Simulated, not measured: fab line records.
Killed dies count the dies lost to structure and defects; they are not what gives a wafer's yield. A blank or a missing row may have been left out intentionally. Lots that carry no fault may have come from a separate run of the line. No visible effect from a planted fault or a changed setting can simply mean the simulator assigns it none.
Code-filled problem report in 8D (eight disciplines) form -- flow n5 finfet -- the parts of the form that need people (team, actions taken, sign-off) are left out

== 1. PROBLEM STATEMENT ==
Wafers without a fault read 416 nm, standard deviation 5.6; trench depth nm at N5_BEOL_M13_OCD_MEAS_35 reads a mean of 475 nm on 2 wafers belonging to 2 lots. Measured from the usual mean, that is +11 standard deviations.
First observed at day 12 17:41: wafer L537.3, on ocd-02. At this step, 19 wafers from 7 lots have a number in the record. The rule behind "out" and "out of limits": a value lying over 4 standard deviations away from the usual mean. The rest of the wafers with a number are treated as sound.

== 2. WHAT IT IS AND WHAT IT IS NOT ==
question,is,is not
which readings at this step,trench depth nm,-
which lots,"L537, L538","L530, L533, L541, L542, L550"
which wafers of those lots,"L537.3, L538.6","L537.6, L538.1"
read on which gauges,ocd-02,-
when,from day 12 17:41,"up to then (7 sound wafers); but 10 sound wafers of L538, L541, L542, L550 came after"

== 3. SUSPECTS, AND WHAT RULES EACH OUT ==
Counting: any tool at a process step up to the reading remains a suspect provided it ran every lot that is out. Sound lots after the first of them don't rule it out here, since some wafers of a struck lot are sound.
- the gauge at N5_BEOL_M13_OCD_MEAS_35 has been ruled out. All the wafers that are out were read on ocd-02, but those of them that N5_BEOL_M13_THK_MEAS_50 has rows for are out there too, on other tools.
- rie diel-01 at N5_BEOL_M13_TRENCH_ETCH_34 (etches SiOC in C4F8/O2/Ar, target depth 413.47 nm, time 162.6 s): kept. Ran every lot that is out, first one L537 (day 12 17:30); last sound lot up to then L533 (day 11 19:36).
- At N5_BEOL_M13_TRENCH_ETCH_34 on rie diel-01, chamber 0 took the sound wafers of the same lots and chamber 1 took the wafers that are out.
The count leaves rie diel-01 at N5_BEOL_M13_TRENCH_ETCH_34.

== 4. THE CAUSE (what the simulator had put in) ==
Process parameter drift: rie diel-01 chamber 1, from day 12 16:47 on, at N5_BEOL_M13_TRENCH_ETCH_34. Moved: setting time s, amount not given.
This tool alone remained once counting was done.

== 5. THE EFFECT CHAIN, in route order ==
Rows list readings where the struck wafers' mean (over those with a number) sits beyond 3 standard deviations from the usual. Scope: only readings with a usual standard deviation given in the record; hours: median across lots of the time from each lot's start at the first step in this table that gives one to its start at this step; sigmas: change in usual standard deviations.
hours,step,reading,usual,on struck wafers,change,sigmas
0,N5_BEOL_M13_OCD_MEAS_35,trench depth nm,416 nm,475,+59,+11
3,N5_BEOL_M13_THK_MEAS_50,M13_THK,421 nm,489,+68,+11
3,N5_BEOL_M13_RS_MEAS_54,M13_RS,0.0447 ohm/sq,0.0390,-0.0057,-9.0
13,N5_BEOL_M15_RC_MEAS_101,SERP_M13,0.307 ohm/um,0.261,-0.046,-7.5
13,N5_BEOL_M15_RC_MEAS_101,SERP_M13_max_site,0.310 ohm/um,0.262,-0.048,-7.6

== 6. WHAT WOULD HAVE CAUGHT IT SOONER ==
In this record the first reading out of limits at a measuring or inspecting step was taken at day 12 17:41, 1 hour after the fault began at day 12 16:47.
Of the tool readings at N5_BEOL_M13_TRENCH_ETCH_34 for which the record gives a usual standard deviation, none was out on any struck wafer, so an alarm limit of 4 standard deviations on them would not have fired.
L538, from the lots that are out (2), started N5_BEOL_M13_TRENCH_ETCH_34 on rie diel-01 later than day 12 17:41. Putting the tool on hold at that point would have spared it.
